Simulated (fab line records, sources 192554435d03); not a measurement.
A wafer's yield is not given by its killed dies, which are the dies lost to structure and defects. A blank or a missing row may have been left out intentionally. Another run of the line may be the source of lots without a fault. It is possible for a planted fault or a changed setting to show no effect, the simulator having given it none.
Which tool did it? / flow n5 finfet / Sampling: 24 lots, 72 wafers, 6 of 1938 route steps

== WHAT THE GAUGES READ, wafer by wafer ==
N5_BEOL_M9_THK_MEAS_01.
lot=L075; measured=day 9 15:00; on=film metro-02; M9_ILD_THK (nm)=264 261 268
lot=L074; measured=day 10 00:00; on=film metro-01; M9_ILD_THK (nm)=267 266 269
lot=L076; measured=day 10 01:36; on=film metro-01; M9_ILD_THK (nm)=267 262 266
lot=L077; measured=day 10 15:23; on=film metro-01; M9_ILD_THK (nm)=263 262 266
lot=L078; measured=day 10 21:25; on=film metro-01; M9_ILD_THK (nm)=266 264 269
lot=L080; measured=day 11 03:53; on=film metro-02; M9_ILD_THK (nm)=260 264 268
lot=L079; measured=day 11 05:47; on=film metro-02; M9_ILD_THK (nm)=265 272 271
lot=L081; measured=day 11 11:37; on=film metro-02; M9_ILD_THK (nm)=266 269 265
lot=L082; measured=day 12 00:37; on=film metro-02; M9_ILD_THK (nm)=264 265 272
lot=L083; measured=day 12 09:22; on=film metro-02; M9_ILD_THK (nm)=272 270 271
lot=L085; measured=day 12 10:33; on=film metro-01; M9_ILD_THK (nm)=262 261 266
lot=L084; measured=day 12 10:51; on=film metro-02; M9_ILD_THK (nm)=268 273 275
lot=L086; measured=day 12 11:02; on=film metro-01; M9_ILD_THK (nm)=268 271 269
lot=L087; measured=day 12 14:25; on=film metro-01; M9_ILD_THK (nm)=266 265 269
lot=L088; measured=day 12 19:58; on=film metro-02; M9_ILD_THK (nm)=264 271 267
lot=L091; measured=day 14 01:02; on=film metro-02; M9_ILD_THK (nm)=264 262 268
lot=L089; measured=day 14 05:16; on=film metro-02; M9_ILD_THK (nm)=266 271 269
lot=L090; measured=day 14 05:43; on=film metro-01; M9_ILD_THK (nm)=269 276 274
lot=L093; measured=day 14 08:37; on=film metro-02; M9_ILD_THK (nm)=265 270 269
lot=L092; measured=day 14 10:50; on=film metro-02; M9_ILD_THK (nm)=266 262 271
lot=L094; measured=day 15 02:46; on=film metro-02; M9_ILD_THK (nm)=266 263 271
lot=L095; measured=day 15 05:34; on=film metro-02; M9_ILD_THK (nm)=269 267 271
lot=L096; measured=day 15 10:48; on=film metro-01; M9_ILD_THK (nm)=263 262 265
lot=L097; measured=day 15 13:06; on=film metro-01; M9_ILD_THK (nm)=262 266 268

N5_BEOL_M9_THK_MEAS_53: measures by xrf.
lot=L075; measured=day 9 22:29; on=film metro-01; M9_THK (nm)=145 147 147
lot=L074; measured=day 10 08:25; on=film metro-01; M9_THK (nm)=145 147 146
lot=L076; measured=day 10 08:55; on=film metro-02; M9_THK (nm)=145 143 142
lot=L077; measured=day 11 01:35; on=film metro-01; M9_THK (nm)=143 143 146
lot=L078; measured=day 11 03:22; on=film metro-01; M9_THK (nm)=139 147 140
lot=L080; measured=day 11 10:42; on=film metro-01; M9_THK (nm)=143 146 144
lot=L079; measured=day 11 14:52; on=film metro-02; M9_THK (nm)=141 148 144
lot=L081; measured=day 11 17:31; on=film metro-01; M9_THK (nm)=142 140 139
lot=L082; measured=day 12 05:40; on=film metro-02; M9_THK (nm)=144 145 151
lot=L083; measured=day 12 17:27; on=film metro-02; M9_THK (nm)=145 143 152
lot=L085; measured=day 12 17:38; on=film metro-02; M9_THK (nm)=144 144 143
lot=L084; measured=day 12 17:59; on=film metro-01; M9_THK (nm)=150 152 152
lot=L086; measured=day 12 18:33; on=film metro-02; M9_THK (nm)=142 144 147
lot=L087; measured=day 13 01:28; on=film metro-02; M9_THK (nm)=144 146 153
lot=L088; measured=day 13 06:43; on=film metro-02; M9_THK (nm)=152 145 146
lot=L091; measured=day 14 07:20; on=film metro-01; M9_THK (nm)=144 140 139
lot=L089; measured=day 14 11:40; on=film metro-02; M9_THK (nm)=146 150 149
lot=L090; measured=day 14 11:46; on=film metro-01; M9_THK (nm)=148 144 143
lot=L093; measured=day 14 15:07; on=film metro-02; M9_THK (nm)=147 144 149
lot=L092; measured=day 14 17:48; on=film metro-02; M9_THK (nm)=146 143 145
lot=L094; measured=day 15 13:11; on=film metro-02; M9_THK (nm)=148 146 147
lot=L095; measured=day 15 11:50; on=film metro-02; M9_THK (nm)=141 147 144
lot=L096; measured=day 15 18:31; on=film metro-01; M9_THK (nm)=140 149 148
lot=L097; measured=day 15 21:07; on=film metro-01; M9_THK (nm)=144 139 145

== WHAT TOOL EACH LOT RAN ON (gives the tool, then ch and the chambers of the sampled wafers, and finally the start) ==
lot=L075; N5_BEOL_M8_SPUTTER_48=pvd sputter-01, day 9 13:07; N5_BEOL_M9_CURE_71=uv cure-03 ch 2, day 9 14:34; N5_BEOL_M9_CURE_72=uv cure-02 ch 2, day 9 18:29; N5_BEOL_M9_ANNEAL_51=rtp anneal-01 ch 0, day 9 21:56
lot=L074; N5_BEOL_M8_SPUTTER_48=pvd sputter-03, day 9 22:22; N5_BEOL_M9_CURE_71=uv cure-03 ch 0, day 9 23:29; N5_BEOL_M9_CURE_72=uv cure-02 ch 2, day 10 05:48; N5_BEOL_M9_ANNEAL_51=rtp anneal-01 ch 0, day 10 07:49
lot=L076; N5_BEOL_M8_SPUTTER_48=pvd sputter-01, day 10 00:01; N5_BEOL_M9_CURE_71=uv cure-02 ch 1, day 10 01:05; N5_BEOL_M9_CURE_72=uv cure-03 ch 1, day 10 06:06; N5_BEOL_M9_ANNEAL_51=rtp anneal-02 ch 0, day 10 08:15
lot=L077; N5_BEOL_M8_SPUTTER_48=pvd sputter-02, day 10 13:47; N5_BEOL_M9_CURE_71=uv cure-03 ch 0, day 10 14:56; N5_BEOL_M9_CURE_72=uv cure-02 ch 0, day 10 22:13; N5_BEOL_M9_ANNEAL_51=rtp anneal-02 ch 0, day 11 01:02
lot=L078; N5_BEOL_M8_SPUTTER_48=pvd sputter-02, day 10 19:28; N5_BEOL_M9_CURE_71=uv cure-03 ch 1, day 10 20:54; N5_BEOL_M9_CURE_72=uv cure-01 ch 0, day 11 01:19; N5_BEOL_M9_ANNEAL_51=rtp anneal-01 ch 0, day 11 02:46
lot=L080; N5_BEOL_M8_SPUTTER_48=pvd sputter-01, day 11 02:15; N5_BEOL_M9_CURE_71=uv cure-03 ch 0, day 11 03:22; N5_BEOL_M9_CURE_72=uv cure-01 ch 1, day 11 06:56; N5_BEOL_M9_ANNEAL_51=rtp anneal-01 ch 0, day 11 10:07
lot=L079; N5_BEOL_M8_SPUTTER_48=pvd sputter-03, day 11 04:10; N5_BEOL_M9_CURE_71=uv cure-03 ch 1, day 11 05:16; N5_BEOL_M9_CURE_72=uv cure-01 ch 2, day 11 11:28; N5_BEOL_M9_ANNEAL_51=rtp anneal-02 ch 0, day 11 14:16
lot=L081; N5_BEOL_M8_SPUTTER_48=pvd sputter-03, day 11 09:58; N5_BEOL_M9_CURE_71=uv cure-03 ch 1, day 11 11:16; N5_BEOL_M9_CURE_72=uv cure-03 ch 1, day 11 15:43; N5_BEOL_M9_ANNEAL_51=rtp anneal-02 ch 0, day 11 17:01
lot=L082; N5_BEOL_M8_SPUTTER_48=pvd sputter-01, day 11 22:43; N5_BEOL_M9_CURE_71=uv cure-03 ch 0, day 12 00:06; N5_BEOL_M9_CURE_72=uv cure-02 ch 2, day 12 03:29; N5_BEOL_M9_ANNEAL_51=rtp anneal-01 ch 0, day 12 05:05
lot=L083; N5_BEOL_M8_SPUTTER_48=pvd sputter-01, day 12 07:47; N5_BEOL_M9_CURE_71=uv cure-01 ch 2, day 12 09:05; N5_BEOL_M9_CURE_72=uv cure-03 ch 1, day 12 15:46; N5_BEOL_M9_ANNEAL_51=rtp anneal-02 ch 0, day 12 16:59
lot=L085; N5_BEOL_M8_SPUTTER_48=pvd sputter-03, day 12 08:48; N5_BEOL_M9_CURE_71=uv cure-02 ch 1, day 12 10:02; N5_BEOL_M9_CURE_72=uv cure-02 ch 1, day 12 15:39; N5_BEOL_M9_ANNEAL_51=rtp anneal-01 ch 0, day 12 17:03
lot=L084; N5_BEOL_M8_SPUTTER_48=pvd sputter-02, day 12 09:11; N5_BEOL_M9_CURE_71=uv cure-01 ch 0, day 12 10:25; N5_BEOL_M9_CURE_72=uv cure-01 ch 1, day 12 16:05; N5_BEOL_M9_ANNEAL_51=rtp anneal-01 ch 0, day 12 17:26
lot=L086; N5_BEOL_M8_SPUTTER_48=pvd sputter-02, day 12 09:16; N5_BEOL_M9_CURE_71=uv cure-02 ch 2, day 12 10:36; N5_BEOL_M9_CURE_72=uv cure-03 ch 2, day 12 16:08; N5_BEOL_M9_ANNEAL_51=rtp anneal-02 ch 0, day 12 17:59
lot=L087; N5_BEOL_M8_SPUTTER_48=pvd sputter-02, day 12 12:47; N5_BEOL_M9_CURE_71=uv cure-02 ch 0, day 12 13:53; N5_BEOL_M9_CURE_72=uv cure-01 ch 1, day 12 19:49; N5_BEOL_M9_ANNEAL_51=rtp anneal-02 ch 0, day 13 00:52
lot=L088; N5_BEOL_M8_SPUTTER_48=pvd sputter-02, day 12 18:22; N5_BEOL_M9_CURE_71=uv cure-03 ch 2, day 12 19:27; N5_BEOL_M9_CURE_72=uv cure-03 ch 2, day 13 04:17; N5_BEOL_M9_ANNEAL_51=rtp anneal-01 ch 0, day 13 06:08
lot=L091; N5_BEOL_M8_SPUTTER_48=pvd sputter-02, day 13 22:48; N5_BEOL_M9_CURE_71=uv cure-02 ch 0, day 14 00:31; N5_BEOL_M9_CURE_72=uv cure-02 ch 1, day 14 04:34; N5_BEOL_M9_ANNEAL_51=rtp anneal-02 ch 0, day 14 06:45
lot=L089; N5_BEOL_M8_SPUTTER_48=pvd sputter-03, day 14 03:41; N5_BEOL_M9_CURE_71=uv cure-01 ch 1, day 14 04:55; N5_BEOL_M9_CURE_72=uv cure-01 ch 1, day 14 09:07; N5_BEOL_M9_ANNEAL_51=rtp anneal-01 ch 0, day 14 11:10
lot=L090; N5_BEOL_M8_SPUTTER_48=pvd sputter-03, day 14 03:46; N5_BEOL_M9_CURE_71=uv cure-03 ch 0, day 14 05:16; N5_BEOL_M9_CURE_72=uv cure-03 ch 2, day 14 09:20; N5_BEOL_M9_ANNEAL_51=rtp anneal-02 ch 0, day 14 11:13
lot=L093; N5_BEOL_M8_SPUTTER_48=pvd sputter-02, day 14 06:13; N5_BEOL_M9_CURE_71=uv cure-03 ch 0, day 14 08:16; N5_BEOL_M9_CURE_72=uv cure-02 ch 2, day 14 13:05; N5_BEOL_M9_ANNEAL_51=rtp anneal-02 ch 0, day 14 14:37
lot=L092; N5_BEOL_M8_SPUTTER_48=pvd sputter-03, day 14 09:14; N5_BEOL_M9_CURE_71=uv cure-02 ch 0, day 14 10:24; N5_BEOL_M9_CURE_72=uv cure-02 ch 1, day 14 15:32; N5_BEOL_M9_ANNEAL_51=rtp anneal-01 ch 0, day 14 17:14
lot=L094; N5_BEOL_M8_SPUTTER_48=pvd sputter-02, day 15 01:06; N5_BEOL_M9_CURE_71=uv cure-03 ch 1, day 15 02:20; N5_BEOL_M9_CURE_72=uv cure-01 ch 1, day 15 09:59; N5_BEOL_M9_ANNEAL_51=rtp anneal-01 ch 0, day 15 12:38
lot=L095; N5_BEOL_M8_SPUTTER_48=pvd sputter-02, day 15 03:40; N5_BEOL_M9_CURE_71=uv cure-01 ch 2, day 15 05:17; N5_BEOL_M9_CURE_72=uv cure-03 ch 0, day 15 09:20; N5_BEOL_M9_ANNEAL_51=rtp anneal-02 ch 0, day 15 11:22
lot=L096; N5_BEOL_M8_SPUTTER_48=pvd sputter-01, day 15 09:13; N5_BEOL_M9_CURE_71=uv cure-02 ch 2, day 15 10:22; N5_BEOL_M9_CURE_72=uv cure-02 ch 1, day 15 15:19; N5_BEOL_M9_ANNEAL_51=rtp anneal-01 ch 0, day 15 17:59
lot=L097; N5_BEOL_M8_SPUTTER_48=pvd sputter-03, day 15 11:29; N5_BEOL_M9_CURE_71=uv cure-02 ch 1, day 15 12:35; N5_BEOL_M9_CURE_72=uv cure-02 ch 2, day 15 17:35; N5_BEOL_M9_ANNEAL_51=rtp anneal-01 ch 0, day 15 20:31
- N5_BEOL_M8_SPUTTER_48: material Cu, target thk 10 nm, time 1.667 s.
- N5_BEOL_M9_CURE_71: cures SiCOH lowk, time 240 s.
- N5_BEOL_M9_CURE_72: cures SiCOH lowk, time 120 s.
- N5_BEOL_M9_ANNEAL_51: time 90 s.

== AS READ BY THE TOOLS THEMSELVES (means over the sampled wafers that have a number; for cases with no such wafer, the mark the record gives instead) ==
N5_BEOL_M8_SPUTTER_48.
lot=L075; tool=pvd sputter-01; chamber pressure pa (Pa)=0.13; chuck sensor temp C (C)=-15.9; throttle valve pct (%)=30.1
lot=L074; tool=pvd sputter-03; chamber pressure pa (Pa)=0.13; chuck sensor temp C (C)=-16.2; throttle valve pct (%)=30.2
lot=L076; tool=pvd sputter-01; chamber pressure pa (Pa)=0.13; chuck sensor temp C (C)=-15.9; throttle valve pct (%)=30.9
lot=L077; tool=pvd sputter-02; chamber pressure pa (Pa)=0.13; chuck sensor temp C (C)=-15.8; throttle valve pct (%)=29.3
lot=L078; tool=pvd sputter-02; chamber pressure pa (Pa)=0.13; chuck sensor temp C (C)=-15.6; throttle valve pct (%)=29.7
lot=L080; tool=pvd sputter-01; chamber pressure pa (Pa)=0.13; chuck sensor temp C (C)=-16.0; throttle valve pct (%)=30.8
lot=L079; tool=pvd sputter-03; chamber pressure pa (Pa)=0.13; chuck sensor temp C (C)=-16.0; throttle valve pct (%)=30.6
lot=L081; tool=pvd sputter-03; chamber pressure pa (Pa)=0.13; chuck sensor temp C (C)=-15.8; throttle valve pct (%)=30.4
lot=L082; tool=pvd sputter-01; chamber pressure pa (Pa)=0.13; chuck sensor temp C (C)=-16.0; throttle valve pct (%)=30.8
lot=L083; tool=pvd sputter-01; chamber pressure pa (Pa)=0.13; chuck sensor temp C (C)=-16.0; throttle valve pct (%)=31.0
lot=L085; tool=pvd sputter-03; chamber pressure pa (Pa)=0.13; chuck sensor temp C (C)=-15.8; throttle valve pct (%)=29.5
lot=L084; tool=pvd sputter-02; chamber pressure pa (Pa)=0.13; chuck sensor temp C (C)=-15.9; throttle valve pct (%)=29.4
lot=L086; tool=pvd sputter-02; chamber pressure pa (Pa)=0.13; chuck sensor temp C (C)=-15.9; throttle valve pct (%)=29.4
lot=L087; tool=pvd sputter-02; chamber pressure pa (Pa)=0.13; chuck sensor temp C (C)=-15.9; throttle valve pct (%)=29.2
lot=L088; tool=pvd sputter-02; chamber pressure pa (Pa)=0.13; chuck sensor temp C (C)=-15.3; throttle valve pct (%)=29.8
lot=L091; tool=pvd sputter-02; chamber pressure pa (Pa)=0.13; chuck sensor temp C (C)=-15.8; throttle valve pct (%)=29.6
lot=L089; tool=pvd sputter-03; chamber pressure pa (Pa)=0.13; chuck sensor temp C (C)=-15.8; throttle valve pct (%)=31.2
lot=L090; tool=pvd sputter-03; chamber pressure pa (Pa)=0.13; chuck sensor temp C (C)=-16.3; throttle valve pct (%)=30.0
lot=L093; tool=pvd sputter-02; chamber pressure pa (Pa)=0.13; chuck sensor temp C (C)=-15.7; throttle valve pct (%)=29.5
lot=L092; tool=pvd sputter-03; chamber pressure pa (Pa)=0.13; chuck sensor temp C (C)=-16.0; throttle valve pct (%)=30.1
lot=L094; tool=pvd sputter-02; chamber pressure pa (Pa)=0.13; chuck sensor temp C (C)=-15.3; throttle valve pct (%)=29.8
lot=L095; tool=pvd sputter-02; chamber pressure pa (Pa)=0.13; chuck sensor temp C (C)=-15.6; throttle valve pct (%)=29.7
lot=L096; tool=pvd sputter-01; chamber pressure pa (Pa)=0.13; chuck sensor temp C (C)=-15.5; throttle valve pct (%)=30.4
lot=L097; tool=pvd sputter-03; chamber pressure pa (Pa)=0.13; chuck sensor temp C (C)=-15.7; throttle valve pct (%)=30.3

N5_BEOL_M9_CURE_71.
lot=L075; tool=uv cure-03; lamp power pct (%)=52.34; wafer_temp_C_max=387.9
lot=L074; tool=uv cure-03; lamp power pct (%)=52.29; wafer_temp_C_max=386.5
lot=L076; tool=uv cure-02; lamp power pct (%)=52.36; wafer_temp_C_max=386.7
lot=L077; tool=uv cure-03; lamp power pct (%)=52.36; wafer_temp_C_max=386.4
lot=L078; tool=uv cure-03; lamp power pct (%)=52.29; wafer_temp_C_max=386.4
lot=L080; tool=uv cure-03; lamp power pct (%)=52.33; wafer_temp_C_max=386.5
lot=L079; tool=uv cure-03; lamp power pct (%)=52.32; wafer_temp_C_max=386.8
lot=L081; tool=uv cure-03; lamp power pct (%)=52.30; wafer_temp_C_max=386.6
lot=L082; tool=uv cure-03; lamp power pct (%)=52.32; wafer_temp_C_max=386.7
lot=L083; tool=uv cure-01; lamp power pct (%)=52.33; wafer_temp_C_max=386.6
lot=L085; tool=uv cure-02; lamp power pct (%)=52.37; wafer_temp_C_max=386.6
lot=L084; tool=uv cure-01; lamp power pct (%)=52.34; wafer_temp_C_max=387.6
lot=L086; tool=uv cure-02; lamp power pct (%)=52.25; wafer_temp_C_max=386.6
lot=L087; tool=uv cure-02; lamp power pct (%)=52.27; wafer_temp_C_max=385.9
lot=L088; tool=uv cure-03; lamp power pct (%)=52.36; wafer_temp_C_max=387.4
lot=L091; tool=uv cure-02; lamp power pct (%)=52.25; wafer_temp_C_max=385.8
lot=L089; tool=uv cure-01; lamp power pct (%)=52.34; wafer_temp_C_max=386.5
lot=L090; tool=uv cure-03; lamp power pct (%)=52.31; wafer_temp_C_max=386.6
lot=L093; tool=uv cure-03; lamp power pct (%)=52.32; wafer_temp_C_max=386.8
lot=L092; tool=uv cure-02; lamp power pct (%)=52.27; wafer_temp_C_max=385.8
lot=L094; tool=uv cure-03; lamp power pct (%)=52.27; wafer_temp_C_max=386.4
lot=L095; tool=uv cure-01; lamp power pct (%)=52.29; wafer_temp_C_max=386.4
lot=L096; tool=uv cure-02; lamp power pct (%)=52.31; wafer_temp_C_max=386.5
lot=L097; tool=uv cure-02; lamp power pct (%)=52.30; wafer_temp_C_max=386.8

N5_BEOL_M9_CURE_72.
lot=L075; tool=uv cure-02; lamp power pct (%)=52.27; wafer_temp_C_max=371.7
lot=L074; tool=uv cure-02; lamp power pct (%)=52.35; wafer_temp_C_max=371.6
lot=L076; tool=uv cure-03; lamp power pct (%)=52.28; wafer_temp_C_max=371.9
lot=L077; tool=uv cure-02; lamp power pct (%)=52.31; wafer_temp_C_max=371.0
lot=L078; tool=uv cure-01; lamp power pct (%)=52.30; wafer_temp_C_max=372.1
lot=L080; tool=uv cure-01; lamp power pct (%)=52.29; wafer_temp_C_max=371.0
lot=L079; tool=uv cure-01; lamp power pct (%)=52.33; wafer_temp_C_max=371.9
lot=L081; tool=uv cure-03; lamp power pct (%)=52.31; wafer_temp_C_max=371.4
lot=L082; tool=uv cure-02; lamp power pct (%)=52.33; wafer_temp_C_max=371.5
lot=L083; tool=uv cure-03; lamp power pct (%)=52.30; wafer_temp_C_max=371.6
lot=L085; tool=uv cure-02; lamp power pct (%)=52.34; wafer_temp_C_max=371.7
lot=L084; tool=uv cure-01; lamp power pct (%)=52.33; wafer_temp_C_max=371.4
lot=L086; tool=uv cure-03; lamp power pct (%)=52.39; wafer_temp_C_max=372.6
lot=L087; tool=uv cure-01; lamp power pct (%)=52.31; wafer_temp_C_max=371.6
lot=L088; tool=uv cure-03; lamp power pct (%)=52.31; wafer_temp_C_max=372.3
lot=L091; tool=uv cure-02; lamp power pct (%)=52.35; wafer_temp_C_max=372.1
lot=L089; tool=uv cure-01; lamp power pct (%)=52.29; wafer_temp_C_max=371.0
lot=L090; tool=uv cure-03; lamp power pct (%)=52.34; wafer_temp_C_max=372.2
lot=L093; tool=uv cure-02; lamp power pct (%)=52.26; wafer_temp_C_max=371.5
lot=L092; tool=uv cure-02; lamp power pct (%)=52.33; wafer_temp_C_max=371.9
lot=L094; tool=uv cure-01; lamp power pct (%)=52.32; wafer_temp_C_max=371.3
lot=L095; tool=uv cure-03; lamp power pct (%)=52.31; wafer_temp_C_max=371.9
lot=L096; tool=uv cure-02; lamp power pct (%)=52.28; wafer_temp_C_max=371.5
lot=L097; tool=uv cure-02; lamp power pct (%)=52.32; wafer_temp_C_max=371.4

N5_BEOL_M9_ANNEAL_51.
lot=L075; tool=rtp anneal-01; wafer_temp_C_max=226.17
lot=L074; tool=rtp anneal-01; wafer_temp_C_max=225.75
lot=L076; tool=rtp anneal-02; wafer_temp_C_max=225.66
lot=L077; tool=rtp anneal-02; wafer_temp_C_max=225.83
lot=L078; tool=rtp anneal-01; wafer_temp_C_max=225.85
lot=L080; tool=rtp anneal-01; wafer_temp_C_max=226.10
lot=L079; tool=rtp anneal-02; wafer_temp_C_max=225.85
lot=L081; tool=rtp anneal-02; wafer_temp_C_max=225.66
lot=L082; tool=rtp anneal-01; wafer_temp_C_max=225.95
lot=L083; tool=rtp anneal-02; wafer_temp_C_max=225.64
lot=L085; tool=rtp anneal-01; wafer_temp_C_max=225.84
lot=L084; tool=rtp anneal-01; wafer_temp_C_max=225.96
lot=L086; tool=rtp anneal-02; wafer_temp_C_max=225.75
lot=L087; tool=rtp anneal-02; wafer_temp_C_max=225.87
lot=L088; tool=rtp anneal-01; wafer_temp_C_max=225.66
lot=L091; tool=rtp anneal-02; wafer_temp_C_max=225.91
lot=L089; tool=rtp anneal-01; wafer_temp_C_max=225.81
lot=L090; tool=rtp anneal-02; wafer_temp_C_max=225.75
lot=L093; tool=rtp anneal-02; wafer_temp_C_max=225.79
lot=L092; tool=rtp anneal-01; wafer_temp_C_max=226.33
lot=L094; tool=rtp anneal-01; wafer_temp_C_max=225.97
lot=L095; tool=rtp anneal-02; wafer_temp_C_max=225.81
lot=L096; tool=rtp anneal-01; wafer_temp_C_max=225.69
lot=L097; tool=rtp anneal-01; wafer_temp_C_max=226.03

== THE ANSWER, worked out from the rows above alone ==
Rule: the usual values come from the lots themselves. Put in order of their means at a reading, lots are off if they are a third of the lots or fewer, leave a main group of 4 or more, and stand apart from it by a gap of 3 or more times the standard deviation of the main group's means; of several such gaps the widest counts. A main group is skipped when, at the precision printed for the reading in the tables above, its means are all equal. A lot without any number at a reading at which 4 lots or more have one is off too. Where the step has rows for the other lots, those lots are counted as sound. First the gauges in route order, then the tools' own readings, where a lot's mean is used as printed above. The first step at which some lot is off is used, and at that step the reading that is off furthest; a lot without a number counts as furthest.
No lot is off at any reading shown: from this, nothing can be told.

== WHAT HAD BEEN PUT IN BY THE SIMULATOR ==
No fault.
